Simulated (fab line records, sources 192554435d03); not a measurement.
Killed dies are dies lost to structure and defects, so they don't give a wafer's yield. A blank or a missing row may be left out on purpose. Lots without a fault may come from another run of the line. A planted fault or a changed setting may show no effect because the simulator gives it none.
Split-lot experiment | flow n5_finfet | 7 lots, 21 wafers read, on a route of 1938 steps

THE SPLIT
At N5_MOL_CONTACT_COAG_COAT_64 (time 60 s, resist thk 10 nm), the setting spin_rpm was moved away from the recipe's 1500 rpm on 2 of the 21 wafers read, by -7.8% to +7.3%. The other wafers ran this setting at the recipe's value.

FROM THE SPLIT TO THE READING: what the file shows between them, 5 steps
- N5_MOL_CONTACT_COAG_EXPOSE_37: exposes mask VD, defocus 0 nm (also split here: dose_mj)
- N5_MOL_CONTACT_COAG_PEB_38: peb time 60 s
- N5_MOL_CONTACT_COAG_DEVELOP_39: develop time 30 s
- N5_MOL_CONTACT_COAG_CD_MEAS_40: target cd 25.1 nm
- N5_MOL_CONTACT_COAG_DESCUM_45: chemistry O2, time 7 s

THE READING
etch.depth_nm (the simulator's own value, which no gauge read), in nm, at N5_MOL_CONTACT_COAG_ETCH_65 (etches underlayer in N2/H2, target depth 13 nm, time 10.4 s). The file gives no usual value for it. The 19 wafers here that ran the recipe average 10.010 nm, standard deviation 0.035 nm.

wafer  | tool, chamber at the split | spin_rpm as run, rpm | against the recipe | etch.depth_nm, nm | against lot-mates on the recipe
L074.1 | litho_track-02, 0          | 1500                 | recipe             | 9.954             | -
L074.4 | litho_track-02, 0          | 1500                 | recipe             | 9.976             | -
L074.6 | litho_track-02, 0          | 1500                 | recipe             | 9.98              | -
L078.1 | litho_track-03, 0          | 1500                 | recipe             | 10.05             | -
L078.2 | litho_track-03, 0          | 1500                 | recipe             | 10.02             | -
L078.6 | litho_track-03, 0          | 1500                 | recipe             | 10.03             | -
L079.1 | litho_track-02, 0          | 1500                 | recipe             | 9.965             | -
L079.2 | litho_track-02, 0          | 1500                 | recipe             | 9.971             | -
L079.6 | litho_track-02, 0          | 1383                 | -7.8%              | 10.38             | +0.412
L085.1 | litho_track-01, 0          | 1500                 | recipe             | 10.07             | -
L085.5 | litho_track-01, 0          | 1500                 | recipe             | 10.07             | -
L085.3 | litho_track-01, 0          | 1500                 | recipe             | 10.05             | -
L093.1 | litho_track-03, 0          | 1500                 | recipe             | 10.03             | -
L093.6 | litho_track-03, 0          | 1500                 | recipe             | 10.03             | -
L093.4 | litho_track-03, 0          | 1500                 | recipe             | 9.994             | -
L094.4 | litho_track-02, 0          | 1609                 | +7.3%              | 9.633             | -0.341
L094.5 | litho_track-02, 0          | 1500                 | recipe             | 9.969             | -
L094.6 | litho_track-02, 0          | 1500                 | recipe             | 9.979             | -
L095.1 | litho_track-03, 0          | 1500                 | recipe             | 10.02             | -
L095.2 | litho_track-03, 0          | 1500                 | recipe             | 10.02             | -
L095.6 | litho_track-03, 0          | 1500                 | recipe             | 10.02             | -

THE FIT
A straight line over all 21 wafers: etch.depth_nm changes by -0.0495 nm for each +1% of spin_rpm; r = -0.96; the points scatter about the line by 0.036 nm.
The same after taking each lot's own level away (the mean of its wafers on the recipe; 21 wafers): -0.0501 nm for each +1%; r = -0.99; scatter 0.012 nm.
On that fit, the largest move of spin_rpm shifts the reading by 0.39 nm.
The lots' own levels span 9.9680 to 10.0633 nm, that is 2.7 times the standard deviation above.
So the lot-to-lot level changes the slope little: the two slopes agree.
Check: with one of the wafers moved furthest among these (-7.8%) left out of the fit, the line predicts +0.366 nm for it against its lot-mates. It came out at +0.412 nm against them.

OTHER SPLITS ON THESE WAFERS
These wafers also went through other splits before the reading. Each is held against what the fit with the lots' levels taken away leaves over:
other split on the same wafers        | wafers away from the commonest value | r with etch.depth_nm (lot level and that fit taken away)
N5_SD_EPI_P_COAT_03 spin_rpm          | 9                                    | +0.18
N5_HKMG_FIN_EXPOSE_46 dose_mj         | 7                                    | +0.00
N5_HKMG_FIN_ETCH_54 source_w          | 7                                    | -0.22
N5_MOL_CONTACT_COAG_ETCH_15 source_w  | 11                                   | -0.22
N5_MOL_CONTACT_COAG_EXPOSE_37 dose_mj | 6                                    | -0.17

THE WHOLE CHAIN: every reading that the file lists as answering this split, in the file's order
step                        | what it does                                                | reading                                                                                        | change (the file's fit)                | r (the file's)
N5_MOL_CONTACT_COAG_COAT_64 | time 60 s, resist thk 10 nm                                 | underlayer_of_MOL_CONTACT_COAG_COAT_64.thk_nm (the simulator's own value, which no gauge read) | -0.053 nm for each +1% of the setting  | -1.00
N5_MOL_CONTACT_COAG_ETCH_65 | etches underlayer in N2/H2, target depth 13 nm, time 10.4 s | etch.depth_nm (the simulator's own value, which no gauge read)                                 | -0.0503 nm for each +1% of the setting | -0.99

THE FILE'S OWN FIT
etch.depth_nm changes by -0.0503 nm for each +1% of spin_rpm, r = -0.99.
